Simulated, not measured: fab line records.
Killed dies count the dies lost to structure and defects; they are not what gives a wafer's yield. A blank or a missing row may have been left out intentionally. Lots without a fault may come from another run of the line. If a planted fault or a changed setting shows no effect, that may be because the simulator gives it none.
fab line records    flow n5_finfet    part 1 of 2: steps 1 to 4 of 6
[record] lots = 23  wafers = 69  last_day = 18
route steps=1938 shown GATE_CUT@469 MOL_CONTACT_COAG@528
lots that met no fault: taken from a fault-free run of the same line
start_h: hours from the record's opening day to when the first of the lot's shown wafers began    wait_h: hours since the lot's step before    " same as the row above    L1.1+2: a single row standing in for several wafers    - value missing, or start not given    * or withheld: withheld    < > ~ a bound
route shown NAME@n: NAME is a module with steps in the file, n the number in the route of the first one    usual: mean/standard deviation taken from wafers without a fault    same: alike in all rows    chamber/n: place in a boat    sites: per-site readings    _std_site: standard deviation of those values    _edge_site: the outer-site mean with the inner-site mean subtracted    radius_mm: how far each site lies from the wafer's centre    mask NAME#n: copy n    behind: the most recent tool/chamber to have shaped the wafer    hold: why the lot was held/for how many hours/how that ended    device: which transistor (n, p or np) failed to switch    end of line: the same wafers' tests at the end of the route    a step with no rows: only its recipe    killed: at the first sort, the dies lost to defects and structure; wafer yield is something else    map: per-die view of a wafer (x killed, . not killed, _ where there is no die)
set.NAME: the setting as run; set.NAME@STEP: as run at that earlier step    model.NAME: the simulator's own value behind a step, which no gauge read
route steps across a sampled set of lots; one table per step, one row per wafer
services: from which hour (start_h, from the record's first day; less than 0 if before it) a tool's chamber was out of use, for how many hours, and why
[[steps]]
[step N5_GATE_CUT_ETCH_58]
[recipe] chemistry = CH3F/O2  target = SiNx  target_depth_a = 170  time_s = 128.6  ion_energy_ev = 50  pressure_mtorr = 30  source_w = 415  bias_w = 21  Ar_flow_sccm = 150  CH3F_flow_sccm = 30  O2_flow_sccm = 20
[usual] drypump_motor_current_A = 5.7/0.4  oes_product_au = 0.76/0.062  rf_vpp_V = 99.0/0.97  showerhead_plenum_p_Torr = 2.01/0.075  throttle_valve_pct = 16.38/0.17
[same] time_s = 128.6
lot.wafer  tool         chamber  start_h  wait_h  drypump_motor_current_A  oes_product_au  rf_hours_counter_h  rf_vpp_V  showerhead_plenum_p_Torr  throttle_valve_pct
L074.2     rie_diel-01  1        79.17    0.1     6.5                      0.97            10                  98.1      2.03                      16.02
L074.3     "            2        "        "       6.0                      0.76            154                 98.9      2.09                      16.50
L074.4     "            2        "        "       6.0                      0.76            -                   99.9      2.09                      16.47
L075.1     rie_diel-05  3        86.25    0.2     5.6                      0.74            190                 99.7      2.08                      16.39
L075.3     "            0        "        "       5.9                      0.88            47                  100.9     2.12                      16.29
L075.5     "            3        "        "       5.6                      0.72            -                   98.5      2.08                      16.39
L076.1     rie_diel-05  1        91.24    0.0     5.7                      0.74            150                 97.5      1.93                      16.70
L076.2     "            3        "        "       5.6                      0.73            192                 99.9      2.08                      16.40
L076.5     "            1        "        "       5.7                      0.74            -                   97.7      1.93                      16.67
L077.1     rie_diel-02  3        96.24    0.0     5.9                      0.72            171                 97.7      1.91                      16.34
L077.2     "            1        "        "       6.1                      0.74            171                 97.8      2.08                      16.35
L077.3     "            0        "        "       5.7                      0.76            134                 99.2      2.00                      16.16
L079.1     rie_diel-02  0        115.35   0.1     5.8                      0.76            141                 100.3     2.00                      16.17
L079.4     "            0        "        "       5.7                      0.77            -                   97.5      2.00                      16.17
L079.6     "            2        "        "       4.9                      0.75            -                   100.0     1.99                      16.17
L080.2     rie_diel-01  1        118.45   0.1     6.5                      0.92            21                  99.6      2.03                      16.04
L080.4     "            3        "        "       5.0                      0.72            175                 97.7      1.92                      16.32
L080.5     "            1        "        "       6.5                      0.92            -                   99.5      2.03                      16.04
L081.1     rie_diel-05  3        126.81   0.2     5.6                      0.73            202                 99.0      2.07                      16.40
L081.2     "            0        "        "       5.9                      0.86            58                  99.6      2.12                      16.32
L081.3     "            1        "        "       5.7                      0.73            159                 99.5      1.92                      16.70
L082.1     rie_diel-01  2        131.29   0.0     6.0                      0.74            169                 99.5      2.08                      16.50
L082.3     "            0        "        "       6.0                      0.80            135                 99.3      1.92                      16.47
L082.6     "            3        "        "       5.0                      0.73            -                   98.5      1.92                      16.35
L083.2     rie_diel-05  1        133.72   0.0     5.7                      0.73            160                 98.9      1.92                      16.71
L083.5     "            1        "        "       5.7                      0.73            -                   98.9      1.92                      16.71
L083.6     "            2        "        "       5.6                      0.72            -                   99.5      2.08                      16.39
L084.3     rie_diel-01  0        143.37   0.0     6.0                      0.80            139                 99.7      1.92                      16.46
L084.5     "            0        "        "       6.0                      0.78            -                   97.8      1.92                      16.47
L084.6     "            3        "        "       5.0                      0.73            -                   98.3      1.92                      16.37
L085.1     rie_diel-01  0        146.60   0.0     6.0                      0.78            140                 97.9      1.92                      16.49
L085.2     "            3        "        "       5.0                      0.73            185                 98.0      1.92                      16.36
L085.5     "            2        "        "       6.0                      0.73            -                   97.2      2.08                      16.55
L086.1     rie_diel-05  2        154.85   0.0     5.6                      0.71            204                 100.6     2.08                      16.41
L086.3     "            0        "        "       5.9                      0.86            65                  100.7     2.11                      16.34
L086.4     "            3        "        "       5.6                      0.71            209                 99.3      2.07                      16.42
L087.2     rie_diel-02  2        159.05   0.1     5.0                      0.74            180                 98.7      1.98                      16.19
L087.3     "            0        "        "       5.7                      0.75            156                 99.6      2.00                      16.20
L087.4     "            1        "        "       6.1                      0.73            187                 98.6      2.08                      16.39
L088.2     rie_diel-05  2        164.52   0.0     5.6                      0.73            208                 99.4      2.08                      16.42
L088.5     "            1        "        "       5.7                      0.73            -                   98.2      1.92                      16.74
L088.6     "            2        "        "       5.6                      0.72            -                   99.9      2.08                      16.41
L089.2     rie_diel-05  0        170.44   0.0     5.9                      0.86            70                  99.5      2.11                      16.34
L089.3     "            1        "        "       5.7                      0.72            171                 97.1      1.92                      16.72
L089.6     "            2        "        "       5.6                      0.71            -                   99.0      2.08                      16.41
L090.1     rie_diel-05  0        176.92   0.0     5.9                      0.85            73                  99.6      2.11                      16.35
L090.2     "            3        "        "       5.6                      0.71            217                 98.5      2.07                      16.42
L090.3     "            2        "        "       5.6                      0.72            212                 100.0     2.07                      16.41
L091.2     rie_diel-01  2        182.11   0.0     5.9                      0.72            186                 99.5      2.08                      16.55
L091.4     "            3        "        "       5.0                      0.71            -                   98.4      1.91                      16.37
L091.5     "            2        "        "       6.0                      0.73            -                   98.9      2.08                      16.54
L092.1     rie_diel-01  0        189.06   0.0     6.0                      0.78            152                 97.7      1.92                      16.50
L092.4     "            3        "        "       5.0                      0.71            198                 96.7      1.91                      16.40
L092.6     "            3        "        "       5.0                      0.72            -                   99.6      1.91                      16.40
L093.1     rie_diel-05  0        196.44   0.1     5.9                      0.84            79                  99.7      2.11                      16.36
L093.3     "            2        "        "       5.6                      0.71            218                 98.5      2.07                      16.41
L093.5     "            1        "        "       5.7                      0.71            -                   98.5      1.92                      16.76
L094.1     rie_diel-01  3        201.15   0.0     5.0                      0.71            201                 97.1      1.91                      16.38
L094.2     "            0        "        "       6.0                      0.77            155                 99.2      1.92                      16.51
L094.5     "            0        "        "       6.0                      0.77            -                   100.0     1.92                      16.52
L095.2     rie_diel-02  3        207.06   0.0     5.9                      0.68            208                 96.8      1.90                      16.41
L095.3     "            0        "        "       5.8                      0.72            172                 98.4      1.99                      16.25
L095.5     "            1        "        "       6.2                      0.71            -                   99.9      2.07                      16.41
L096.2     rie_diel-02  2        213.77   0.0     5.0                      0.72            196                 100.0     1.98                      16.22
L096.4     "            0        "        "       5.7                      0.73            174                 99.3      1.99                      16.24
L096.6     "            3        "        "       5.9                      0.69            -                   98.4      1.90                      16.42
L097.2     rie_diel-02  2        220.93   0.0     5.0                      0.73            198                 97.7      1.98                      16.23
L097.3     "            0        "        "       5.8                      0.74            177                 100.2     1.99                      16.24
L097.6     "            0        "        "       5.8                      0.72            -                   98.8      1.99                      16.25
[step N5_GATE_CUT_CMP_02]
[recipe] stop_on = SiO2  t_overpolish_s = 12.7  post_cmp_clean = alkaline_brush  down_force_psi = 2.5  platen_rpm = 51.8  pad_velocity_m_s = 1.0307  target_thk_nm = 0
[usual] motor_current_A = 9.3/1.1  overpolish_run_s = 12.700/0.0097  time_to_endpoint_s = 24.6/2.6
lot.wafer  tool    chamber  start_h  wait_h  motor_current_A  overpolish_run_s  time_to_endpoint_s
L074.2     cmp-01  2        81.89    0.1     8.2              12.689            25.2
L074.3     "       3        "        "       9.9              12.719            29.3
L074.4     "       0        "        "       7.7              12.690            25.3
L075.1     cmp-03  0        88.88    0.1     10.3             12.716            23.4
L075.3     "       2        "        "       10.3             12.674            24.9
L075.5     "       0        "        "       10.2             12.693            22.3
L076.2     cmp-03  3        94.40    0.1     10.0             12.693            20.3
L076.1     "       0        "        "       9.7              12.695            22.1
L076.5     "       3        "        "       9.5              12.718            19.4
L077.1     cmp-04  1        103.54   0.1     9.9              12.718            25.7
L077.3     "       3        "        "       6.7              12.696            26.2
L077.2     "       0        "        "       8.1              12.709            27.3
L079.1     cmp-01  0        118.20   0.1     7.6              12.703            24.2
L079.4     "       1        "        "       9.8              12.697            29.1
L079.6     "       3        "        "       9.9              12.699            30.9
L080.2     cmp-03  1        121.21   0.2     8.9              12.702            25.4
L080.4     "       3        "        "       9.5              12.718            21.6
L080.5     "       1        "        "       8.9              12.709            25.2
L081.1     cmp-03  2        129.40   0.1     10.0             12.697            26.0
L081.3     "       3        "        "       10.0             12.717            18.8
L081.2     "       1        "        "       9.1              12.691            24.6
L082.3     cmp-03  2        133.90   0.1     9.9              12.715            23.0
L082.1     "       3        "        "       9.4              12.706            20.2
L082.6     "       2        "        "       10.3             12.711            26.8
L083.2     cmp-04  2        136.49   0.1     10.6             12.696            23.6
L083.5     "       0        "        "       8.4              12.695            25.6
L083.6     "       1        "        "       9.7              12.688            26.6
L084.3     cmp-03  0        146.07   0.2     10.0             12.692            23.7
L084.6     "       1        "        "       9.7              12.694            23.7
L084.5     "       2        "        "       9.8              12.692            30.1
L085.2     cmp-03  0        149.36   0.1     9.7              12.699            23.4
L085.1     "       1        "        "       9.0              12.701            26.6
L085.5     "       3        "        "       9.9              12.710            21.1
L086.3     cmp-03  0        157.43   0.1     10.3             12.701            27.3
L086.4     "       1        "        "       9.0              12.693            26.7
L086.1     "       2        "        "       10.0             12.698            29.5
L087.4     cmp-01  0        162.91   0.0     7.2              12.695            24.7
L087.3     "       1        "        "       10.1             12.717            25.0
L087.2     "       3        "        "       9.9              12.709            24.7
L088.2     cmp-04  3        168.36   0.1     6.8              12.688            26.5
L088.5     "       1        "        "       10.1             12.707            23.2
L088.6     "       2        "        "       9.6              12.703            25.2
L089.3     cmp-03  3        173.30   0.1     9.9              12.702            22.0
L089.2     "       1        "        "       8.8              12.707            22.9
L089.6     "       3        "        "       10.5             12.699            21.1
L090.3     cmp-04  2        179.53   0.1     9.8              12.676            26.8
L090.2     "       0        "        "       8.1              12.701            23.8
L090.1     "       1        "        "       10.3             12.701            24.5
L091.4     cmp-01  0        184.85   0.1     7.2              12.709            24.0
L091.2     "       3        "        "       9.8              12.698            29.2
L091.5     "       1        "        "       9.7              12.708            21.1
L092.1     cmp-03  2        192.48   0.1     10.2             12.711            23.1
L092.4     "       1        "        "       9.1              12.681            18.8
L092.6     "       2        "        "       10.0             12.689            23.6
L093.1     cmp-01  3        199.09   0.1     10.4             12.713            24.4
L093.3     "       0        "        "       7.6              12.686            24.0
L093.5     "       3        "        "       10.2             12.713            27.1
L094.1     cmp-03  1        203.85   0.1     8.7              12.702            24.2
L094.2     "       2        "        "       10.4             12.694            27.6
L094.5     "       3        "        "       9.9              12.713            21.0
L095.2     cmp-03  3        209.68   0.1     10.0             12.696            24.5
L095.3     "       0        "        "       9.1              12.714            24.2
L095.5     "       3        "        "       10.2             12.703            25.2
L096.2     cmp-01  1        216.48   0.1     10.0             12.702            21.5
L096.4     "       2        "        "       8.2              12.693            20.8
L096.6     "       3        "        "       9.8              12.697            25.8
L097.3     cmp-04  3        223.52   0.1     6.8              12.705            24.8
L097.2     "       1        "        "       9.8              12.708            26.4
L097.6     "       3        "        "       6.8              12.698            26.8
[step N5_GATE_CUT_INSPECT_15]
[recipe] mode = adi  inspect_instrument = brightfield
[usual] raw_defect_count = 137/44
lot.wafer  tool               chamber  start_h  wait_h  raw_defect_count
L074.2     defect_inspect-02  -        82.61    0.0     160
L074.3     "                  -        "        "       176
L074.4     "                  -        "        "       129
L075.1     defect_inspect-01  -        89.62    0.1     219
L075.3     "                  -        "        "       220
L075.5     "                  -        "        "       134
L076.1     defect_inspect-01  -        95.16    0.1     214
L076.2     "                  -        "        "       195
L076.5     "                  -        "        "       141
L077.1     defect_inspect-02  -        104.30   0.1     143
L077.2     "                  -        "        "       175
L077.3     "                  -        "        "       199
L079.1     defect_inspect-01  -        119.05   0.1     92
L079.4     "                  -        "        "       113
L079.6     "                  -        "        "       103
L080.2     defect_inspect-02  -        121.93   0.0     220
L080.4     "                  -        "        "       168
L080.5     "                  -        "        "       162
L081.1     defect_inspect-02  -        130.28   0.1     139
L081.2     "                  -        "        "       108
L081.3     "                  -        "        "       108
L082.1     defect_inspect-01  -        134.66   0.1     108
L082.3     "                  -        "        "       213
L082.6     "                  -        "        "       147
L083.2     defect_inspect-01  -        137.29   0.0     179
L083.5     "                  -        "        "       155
L083.6     "                  -        "        "       181
L084.3     defect_inspect-01  -        146.71   0.0     81
L084.5     "                  -        "        "       141
L084.6     "                  -        "        "       175
L085.1     defect_inspect-01  -        150.18   0.1     120
L085.2     "                  -        "        "       128
L085.5     "                  -        "        "       161
L086.1     defect_inspect-01  -        158.31   0.1     91
L086.3     "                  -        "        "       193
L086.4     "                  -        "        "       140
L087.2     defect_inspect-02  -        163.79   0.0     210
L087.3     "                  -        "        "       155
L087.4     "                  -        "        "       323
L088.2     defect_inspect-02  -        169.16   0.0     100
L088.5     "                  -        "        "       135
L088.6     "                  -        "        "       125
L089.2     defect_inspect-01  -        174.15   0.0     51
L089.3     "                  -        "        "       80
L089.6     "                  -        "        "       109
L090.1     defect_inspect-02  -        180.28   0.1     157
L090.2     "                  -        "        "       153
L090.3     "                  -        "        "       181
L091.2     defect_inspect-01  -        185.76   0.0     196
L091.4     "                  -        "        "       111
L091.5     "                  -        "        "       97
L092.1     defect_inspect-01  -        193.24   0.1     70
L092.4     "                  -        "        "       81
L092.6     "                  -        "        "       107
L093.1     defect_inspect-02  -        199.81   0.1     121
L093.3     "                  -        "        "       135
L093.5     "                  -        "        "       133
L094.1     defect_inspect-01  -        204.53   0.1     129
L094.2     "                  -        "        "       94
L094.5     "                  -        "        "       167
L095.2     defect_inspect-02  -        210.40   0.0     167
L095.3     "                  -        "        "       224
L095.5     "                  -        "        "       240
L096.2     defect_inspect-01  -        217.31   0.0     74
L096.4     "                  -        "        "       86
L096.6     "                  -        "        "       77
L097.2     defect_inspect-02  -        225.19   0.0     139
L097.3     "                  -        "        "       94
L097.6     "                  -        "        "       119
[step N5_GATE_CUT_HM_OPEN_40]
[recipe] chemistry = C4F6/O2  target = SiO2  mask_material = SiARC  target_depth_a = 1390  time_s = 85.1  ion_energy_ev = 250  pressure_mtorr = 30  source_w = 345  bias_w = 185  Ar_flow_sccm = 300  C4F6_flow_sccm = 10  O2_flow_sccm = 10  ends = cleared
[usual] C4F6_flow_sccm = 10.00/0.031  drypump_motor_current_A = 5.8/0.39  etch_rf_on_time_s = 95.0/2.1  oes_product_au = 0.68/0.057  rf_vpp_V = 670/13  showerhead_plenum_p_Torr = 2.86/0.1  throttle_valve_pct = 20.99/0.2
lot.wafer  tool         chamber  start_h  wait_h  C4F6_flow_sccm  drypump_motor_current_A  etch_rf_on_time_s  oes_product_au  rf_hours_counter_h  rf_vpp_V  showerhead_plenum_p_Torr  throttle_valve_pct
L074.2     rie_diel-02  2        82.81    0.0     10.02           4.9                      91.9               0.69            156                 669       2.83                      20.73
L074.3     "            1        "        "       10.02           6.1                      92.6               0.67            169                 665       2.96                      20.93
L074.4     "            3        "        "       9.98            5.9                      95.9               0.66            165                 663       2.73                      20.92
L075.1     rie_diel-01  0        89.90    0.0     9.99            6.0                      93.5               0.73            121                 662       2.74                      21.04
L075.3     "            1        "        "       10.00           6.5                      93.0               0.85            14                  664       2.89                      20.67
L075.5     "            0        "        "       9.97            6.1                      94.1               0.73            -                   663       2.74                      21.04
L076.1     rie_diel-05  2        95.41    0.0     9.97            5.6                      97.1               0.66            187                 645       2.96                      20.99
L076.2     "            1        "        "       10.04           5.7                      94.9               0.67            150                 677       2.75                      21.41
L076.5     "            1        "        "       10.00           5.7                      95.0               0.67            -                   676       2.75                      21.40
L077.1     rie_diel-05  1        104.49   0.0     9.96            5.7                      95.6               0.66            152                 677       2.75                      21.40
L077.2     "            2        "        "       9.97            5.6                      95.5               0.66            190                 645       2.96                      20.97
L077.3     "            0        "        "       10.02           5.9                      91.1               0.79            52                  695       3.01                      20.97
L079.1     rie_diel-02  3        119.30   0.0     9.93            5.9                      94.3               0.64            179                 665       2.72                      20.94
L079.4     "            0        "        "       10.04           5.7                      93.3               0.68            -                   663       2.85                      20.76
L079.6     "            2        "        "       10.02           5.0                      94.7               0.68            -                   668       2.83                      20.73
L080.2     rie_diel-05  2        122.13   0.0     9.98            5.6                      97.3               0.66            195                 645       2.96                      21.00
L080.4     "            1        "        "       9.96            5.7                      96.1               0.66            158                 677       2.75                      21.41
L080.5     "            0        "        "       10.04           5.9                      94.6               0.78            -                   696       3.01                      20.96
L081.1     rie_diel-01  3        130.48   0.0     9.96            5.0                      94.8               0.65            180                 667       2.73                      20.96
L081.2     "            0        "        "       9.93            6.0                      96.5               0.71            135                 663       2.74                      21.06
L081.3     "            2        "        "       9.97            5.9                      95.8               0.66            169                 691       2.96                      21.14
L082.1     rie_diel-05  1        134.85   0.0     9.95            5.7                      97.2               0.65            160                 677       2.74                      21.42
L082.3     "            3        "        "       10.02           5.6                      93.7               0.66            203                 672       2.95                      21.03
L082.6     "            2        "        "       9.98            5.6                      100.4              0.65            -                   645       2.96                      21.00
L083.2     rie_diel-01  1        137.78   0.0     9.98            6.5                      93.6               0.83            28                  664       2.88                      20.66
L083.5     "            0        "        "       9.99            6.0                      98.0               0.72            -                   664       2.74                      21.08
L083.6     "            1        "        "       9.98            6.5                      94.9               0.82            -                   663       2.88                      20.67
L084.3     rie_diel-02  2        146.91   0.0     10.01           4.9                      93.8               0.67            177                 669       2.82                      20.74
L084.5     "            2        "        "       10.00           4.9                      94.1               0.67            -                   670       2.82                      20.75
L084.6     "            1        "        "       10.02           6.2                      93.2               0.66            -                   665       2.95                      20.99
L085.1     rie_diel-02  0        150.38   0.0     10.01           5.7                      93.5               0.68            153                 661       2.84                      20.78
L085.2     "            3        "        "       9.98            5.9                      96.0               0.63            189                 664       2.72                      20.94
L085.5     "            1        "        "       9.95            6.2                      93.8               0.66            -                   666       2.95                      20.96
L086.1     rie_diel-02  2        158.55   0.0     10.03           5.0                      93.2               0.65            180                 669       2.82                      20.75
L086.3     "            1        "        "       10.07           6.1                      91.7               0.66            186                 664       2.95                      20.97
L086.4     "            0        "        "       9.99            5.8                      94.7               0.66            156                 662       2.84                      20.78
L087.2     rie_diel-05  1        164.12   0.0     10.04           5.7                      96.0               0.65            170                 676       2.74                      21.43
L087.3     "            3        "        "       9.98            5.6                      94.0               0.64            213                 673       2.94                      21.03
L087.4     "            2        "        "       9.95            5.6                      98.3               0.65            208                 642       2.95                      21.01
L088.2     rie_diel-05  0        169.36   0.0     10.03           5.9                      92.0               0.76            70                  696       3.00                      21.00
L088.5     "            3        "        "       10.00           5.6                      93.3               0.64            -                   672       2.94                      21.03
L088.6     "            0        "        "       10.06           5.9                      94.4               0.76            -                   696       3.00                      21.01
L089.2     rie_diel-01  0        174.34   0.0     10.04           6.1                      96.0               0.70            149                 663       2.73                      21.08
L089.3     "            3        "        "       10.01           5.0                      95.9               0.65            194                 666       2.73                      20.98
L089.6     "            1        "        "       9.98            6.5                      96.9               0.80            -                   663       2.88                      20.70
L090.1     rie_diel-05  2        180.48   0.0     9.97            5.6                      94.0               0.64            213                 645       2.95                      21.03
L090.2     "            1        "        "       9.98            5.7                      97.4               0.64            175                 676       2.74                      21.44
L090.3     "            3        "        "       10.01           5.6                      93.2               0.64            218                 673       2.94                      21.04
L091.2     rie_diel-02  0        185.96   0.0     10.05           5.8                      90.7               0.67            166                 660       2.84                      20.79
L091.4     "            3        "        "       10.06           5.9                      97.3               0.63            -                   664       2.71                      20.96
L091.5     "            0        "        "       10.04           5.8                      93.3               0.67            -                   662       2.84                      20.81
L092.1     rie_diel-05  2        193.44   0.0     10.00           5.6                      95.6               0.63            217                 644       2.95                      21.01
L092.4     "            0        "        "       10.03           5.8                      92.7               0.75            78                  694       3.00                      21.01
L092.6     "            1        "        "       10.00           5.7                      100.3              0.64            -                   677       2.74                      21.43
L093.1     rie_diel-01  1        200.10   0.0     9.94            6.5                      96.5               0.79            47                  662       2.87                      20.70
L093.3     "            2        "        "       10.01           6.0                      93.9               0.65            191                 692       2.95                      21.16
L093.5     "            1        "        "       9.94            6.5                      95.5               0.80            -                   663       2.87                      20.70
L094.1     rie_diel-01  0        204.73   0.0     9.96            6.0                      94.9               0.69            157                 661       2.73                      21.10
L094.2     "            1        "        "       9.95            6.5                      95.5               0.79            49                  662       2.87                      20.70
L094.5     "            0        "        "       9.98            6.1                      95.6               0.70            -                   662       2.73                      21.12
L095.2     rie_diel-02  0        210.60   0.0     9.94            5.7                      92.7               0.66            174                 662       2.83                      20.81
L095.3     "            1        "        "       10.03           6.2                      91.9               0.65            199                 666       2.94                      20.99
L095.5     "            3        "        "       10.01           5.9                      98.1               0.63            -                   665       2.71                      20.98
L096.2     rie_diel-02  1        217.54   0.0     10.02           6.2                      92.9               0.64            200                 664       2.94                      20.98
L096.4     "            3        "        "       10.00           5.9                      97.8               0.62            211                 664       2.71                      20.98
L096.6     "            0        "        "       9.99            5.7                      93.8               0.65            -                   660       2.83                      20.80
L097.2     rie_diel-02  0        225.38   0.0     10.01           5.7                      93.0               0.66            178                 661       2.83                      20.84
L097.3     "            1        "        "       10.04           6.1                      93.1               0.65            203                 666       2.94                      20.99
L097.6     "            0        "        "       9.99            5.7                      92.8               0.65            -                   662       2.83                      20.82
